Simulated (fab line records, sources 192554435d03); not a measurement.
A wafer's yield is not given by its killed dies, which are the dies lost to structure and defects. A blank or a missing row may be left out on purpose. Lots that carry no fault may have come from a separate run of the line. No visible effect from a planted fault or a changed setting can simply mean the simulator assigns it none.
Which tool did it? | flow n5_finfet | 6 lots with 12 wafers sampled at 4 steps, on a route of 1938 steps

WHAT EACH GAUGE READ, for each wafer
N5_BEOL_M15_INSPECT_30: inspects for defects (macro).
lot  | measured     | on                | raw_defect_count
L744 | day 12 21:29 | defect_inspect-02 | 2 2 2
L741 | day 12 22:05 | defect_inspect-02 | 1 1
L746 | day 14 03:42 | defect_inspect-01 | 2
L750 | day 14 19:26 | defect_inspect-02 | 2
L758 | day 16 14:11 | defect_inspect-01 | 3 1 3
L760 | day 17 00:50 | defect_inspect-02 | 1 0

TOOL THAT RAN EACH LOT (tool first, then ch and the chambers of the sampled wafers, then the start)
lot  | N5_BEOL_M15_DESCUM_15              | N5_BEOL_M15_VIA_ETCH_16            | N5_BEOL_M15_ETCH_57
L744 | rie_diel-01 ch 1,2, day 12 20:01   | rie_diel-01 ch 1,2, day 12 20:07   | rie_diel-01 ch 1,3, day 12 20:40
L741 | rie_diel-03 ch 1,3, day 12 20:24   | rie_diel-03 ch 1,3, day 12 20:29   | rie_diel-01 ch 0,3, day 12 21:08
L746 | rie_diel-03 ch 1, day 14 02:17     | rie_diel-03 ch 1, day 14 02:22     | rie_diel-01 ch 0, day 14 02:52
L750 | rie_diel-03 ch 0, day 14 17:54     | rie_diel-03 ch 0, day 14 18:05     | rie_diel-01 ch 1, day 14 18:43
L758 | rie_diel-03 ch 0,1,2, day 16 12:38 | rie_diel-03 ch 0,1,2, day 16 12:43 | rie_diel-03 ch 1,2,3, day 16 13:14
L760 | rie_diel-03 ch 0,3, day 16 23:14   | rie_diel-03 ch 0,3, day 16 23:26   | rie_diel-01 ch 0,1, day 17 00:07
- N5_BEOL_M15_DESCUM_15: chemistry O2, time 7.9 s.
- N5_BEOL_M15_VIA_ETCH_16: etches SiO2 in C4F8/O2/Ar, target depth 1792.2 nm.
- N5_BEOL_M15_ETCH_57: etches SOC in N2/H2, time 750 s.

THE ANSWER, worked out from the rows above alone
Rule: usual is defined by the lots themselves. Put in order of their means at a reading, lots are off if they are a third of the lots or fewer, leave a main group of 4 or more, and stand apart from it by a gap of 3 or more times the standard deviation of the main group's means; of several such gaps the widest counts. The tables above print the reading to a certain number of digits; a main group whose means all agree to those digits is not used. Also off: a lot with no number at a reading for which 4 or more lots have one. Any other lot the step has rows for is counted as sound.
None of the lots is off at any reading shown; this tells nothing.

WHAT WAS PUT IN BY THE SIMULATOR
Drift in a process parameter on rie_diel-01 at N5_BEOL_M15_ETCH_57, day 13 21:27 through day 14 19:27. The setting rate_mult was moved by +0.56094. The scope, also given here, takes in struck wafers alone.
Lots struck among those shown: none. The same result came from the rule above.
